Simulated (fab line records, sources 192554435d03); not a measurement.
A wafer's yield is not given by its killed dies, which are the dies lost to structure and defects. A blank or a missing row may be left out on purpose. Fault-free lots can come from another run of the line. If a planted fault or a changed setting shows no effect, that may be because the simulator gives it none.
Lot-split experiment :: flow n5-finfet :: 21 wafers read from 7 lots, route of 1938 steps

SPLIT DETAILS
At N5_BEOL_M0_CUTY_COAT_51 (resist thk 150 nm), the setting spin-rpm was moved away from the recipe's 1500 rpm on 4 of the 21 wafers read, by -9.2% to +7.5%. The other wafers ran this setting at the recipe's value.

The split's own step is where the reading is taken.

THE READING
CAR-ArF-block_of_BEOL_M0_CUTY_COAT_51.thk-nm (the simulator's own value, which no gauge read), in nm, at N5_BEOL_M0_CUTY_COAT_51 (resist thk 150 nm). The file does not state a usual value for it. Average 150.1 nm, standard deviation 0.35 nm, over the 17 wafers here run with the recipe.

wafer: L075.1
tool, chamber at the split: litho-track-04, 0
spin-rpm as run, rpm: 1500
against the recipe: recipe
CAR-ArF-block_of_BEOL_M0_CUTY_COAT_51.thk-nm, nm: 149.8
against lot-mates on the recipe: -

wafer: L075.2
tool, chamber at the split: litho-track-04, 0
spin-rpm as run, rpm: 1500
against the recipe: recipe
CAR-ArF-block_of_BEOL_M0_CUTY_COAT_51.thk-nm, nm: 150
against lot-mates on the recipe: -

wafer: L075.3
tool, chamber at the split: litho-track-04, 0
spin-rpm as run, rpm: 1500
against the recipe: recipe
CAR-ArF-block_of_BEOL_M0_CUTY_COAT_51.thk-nm, nm: 150
against lot-mates on the recipe: -

wafer: L076.3
tool, chamber at the split: litho-track-04, 0
spin-rpm as run, rpm: 1563
against the recipe: +4.2%
CAR-ArF-block_of_BEOL_M0_CUTY_COAT_51.thk-nm, nm: 147
against lot-mates on the recipe: -2.7

wafer: L076.4
tool, chamber at the split: litho-track-04, 0
spin-rpm as run, rpm: 1500
against the recipe: recipe
CAR-ArF-block_of_BEOL_M0_CUTY_COAT_51.thk-nm, nm: 149.8
against lot-mates on the recipe: -

wafer: L076.6
tool, chamber at the split: litho-track-04, 0
spin-rpm as run, rpm: 1500
against the recipe: recipe
CAR-ArF-block_of_BEOL_M0_CUTY_COAT_51.thk-nm, nm: 149.6
against lot-mates on the recipe: -

wafer: L081.1
tool, chamber at the split: litho-track-03, 0
spin-rpm as run, rpm: 1500
against the recipe: recipe
CAR-ArF-block_of_BEOL_M0_CUTY_COAT_51.thk-nm, nm: 150.4
against lot-mates on the recipe: -

wafer: L081.2
tool, chamber at the split: litho-track-03, 0
spin-rpm as run, rpm: 1500
against the recipe: recipe
CAR-ArF-block_of_BEOL_M0_CUTY_COAT_51.thk-nm, nm: 150
against lot-mates on the recipe: -

wafer: L081.3
tool, chamber at the split: litho-track-03, 0
spin-rpm as run, rpm: 1612
against the recipe: +7.5%
CAR-ArF-block_of_BEOL_M0_CUTY_COAT_51.thk-nm, nm: 145
against lot-mates on the recipe: -5.2

wafer: L083.1
tool, chamber at the split: litho-track-04, 0
spin-rpm as run, rpm: 1500
against the recipe: recipe
CAR-ArF-block_of_BEOL_M0_CUTY_COAT_51.thk-nm, nm: 149.6
against lot-mates on the recipe: -

wafer: L083.2
tool, chamber at the split: litho-track-04, 0
spin-rpm as run, rpm: 1500
against the recipe: recipe
CAR-ArF-block_of_BEOL_M0_CUTY_COAT_51.thk-nm, nm: 149.8
against lot-mates on the recipe: -

wafer: L083.3
tool, chamber at the split: litho-track-04, 0
spin-rpm as run, rpm: 1500
against the recipe: recipe
CAR-ArF-block_of_BEOL_M0_CUTY_COAT_51.thk-nm, nm: 150
against lot-mates on the recipe: -

wafer: L086.3
tool, chamber at the split: litho-track-03, 0
spin-rpm as run, rpm: 1500
against the recipe: recipe
CAR-ArF-block_of_BEOL_M0_CUTY_COAT_51.thk-nm, nm: 150.8
against lot-mates on the recipe: -

wafer: L086.4
tool, chamber at the split: litho-track-03, 0
spin-rpm as run, rpm: 1362
against the recipe: -9.2%
CAR-ArF-block_of_BEOL_M0_CUTY_COAT_51.thk-nm, nm: 157.8
against lot-mates on the recipe: +7.1

wafer: L086.6
tool, chamber at the split: litho-track-03, 0
spin-rpm as run, rpm: 1500
against the recipe: recipe
CAR-ArF-block_of_BEOL_M0_CUTY_COAT_51.thk-nm, nm: 150.6
against lot-mates on the recipe: -

wafer: L089.1
tool, chamber at the split: litho-track-03, 0
spin-rpm as run, rpm: 1500
against the recipe: recipe
CAR-ArF-block_of_BEOL_M0_CUTY_COAT_51.thk-nm, nm: 150.2
against lot-mates on the recipe: -

wafer: L089.3
tool, chamber at the split: litho-track-03, 0
spin-rpm as run, rpm: 1500
against the recipe: recipe
CAR-ArF-block_of_BEOL_M0_CUTY_COAT_51.thk-nm, nm: 150.4
against lot-mates on the recipe: -

wafer: L089.4
tool, chamber at the split: litho-track-03, 0
spin-rpm as run, rpm: 1500
against the recipe: recipe
CAR-ArF-block_of_BEOL_M0_CUTY_COAT_51.thk-nm, nm: 150.4
against lot-mates on the recipe: -

wafer: L090.4
tool, chamber at the split: litho-track-03, 0
spin-rpm as run, rpm: 1500
against the recipe: recipe
CAR-ArF-block_of_BEOL_M0_CUTY_COAT_51.thk-nm, nm: 150.4
against lot-mates on the recipe: -

wafer: L090.5
tool, chamber at the split: litho-track-03, 0
spin-rpm as run, rpm: 1452
against the recipe: -3.2%
CAR-ArF-block_of_BEOL_M0_CUTY_COAT_51.thk-nm, nm: 152.8
against lot-mates on the recipe: +2.3

wafer: L090.6
tool, chamber at the split: litho-track-03, 0
spin-rpm as run, rpm: 1500
against the recipe: recipe
CAR-ArF-block_of_BEOL_M0_CUTY_COAT_51.thk-nm, nm: 150.6
against lot-mates on the recipe: -

THE FIT
A straight line over all 21 wafers: CAR-ArF-block_of_BEOL_M0_CUTY_COAT_51.thk-nm changes by -0.776 nm for each +1% of spin-rpm; r = -0.99; the points scatter about the line by 0.38 nm.
The same after taking each lot's own level away (the mean of its wafers on the recipe; 21 wafers): -0.73 nm for each +1%; r = -1.00; scatter 0.17 nm.
On that fit, the largest move of spin-rpm shifts the reading by 6.7 nm.
From 149.70 to 150.70 nm: that is the span of the lots' own levels, equal to 2.8 times the standard deviation above.
Hence the lot-to-lot level has little effect on the slope; both slopes agree.
Check: for one of the wafers moved furthest among these (-9.2%), held out of the fit, the line's prediction against its lot-mates is +6.35 nm. It came out at +7.1 nm against them.

OTHER SPLITS APPLIED TO THESE WAFERS
Note: prior to the reading, these wafers also went through further splits. Each is held against what the fit with the lots' levels taken away leaves over:
other split on the same wafers: N5_SDB_ALD_29 ald-cycles
wafers away from the commonest value: 7
r with CAR-ArF-block_of_BEOL_M0_CUTY_COAT_51.thk-nm (lot level and that fit taken away): +0.14

other split on the same wafers: N5_HKMG_FIN_COAT_06 spin-rpm
wafers away from the commonest value: 4
r with CAR-ArF-block_of_BEOL_M0_CUTY_COAT_51.thk-nm (lot level and that fit taken away): -0.10

other split on the same wafers: N5_MOL_CONTACT_COAG_EXPOSE_05 dose-mj
wafers away from the commonest value: 5
r with CAR-ArF-block_of_BEOL_M0_CUTY_COAT_51.thk-nm (lot level and that fit taken away): +0.08

other split on the same wafers: N5_MOL_CONTACT_COAG_COAT_76 spin-rpm
wafers away from the commonest value: 6
r with CAR-ArF-block_of_BEOL_M0_CUTY_COAT_51.thk-nm (lot level and that fit taken away): -0.22

other split on the same wafers: N5_MOL_CONTACT_COAG_ALD_133 ald-cycles
wafers away from the commonest value: 7
r with CAR-ArF-block_of_BEOL_M0_CUTY_COAT_51.thk-nm (lot level and that fit taken away): +0.23

other split on the same wafers: N5_MOL_CONTACT_COAG_ETCH_124 source-w
wafers away from the commonest value: 6
r with CAR-ArF-block_of_BEOL_M0_CUTY_COAT_51.thk-nm (lot level and that fit taken away): +0.02

THE FILE'S OWN FIT
CAR-ArF-block_of_BEOL_M0_CUTY_COAT_51.thk-nm changes by -0.73 nm for each +1% of spin-rpm, r = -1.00.
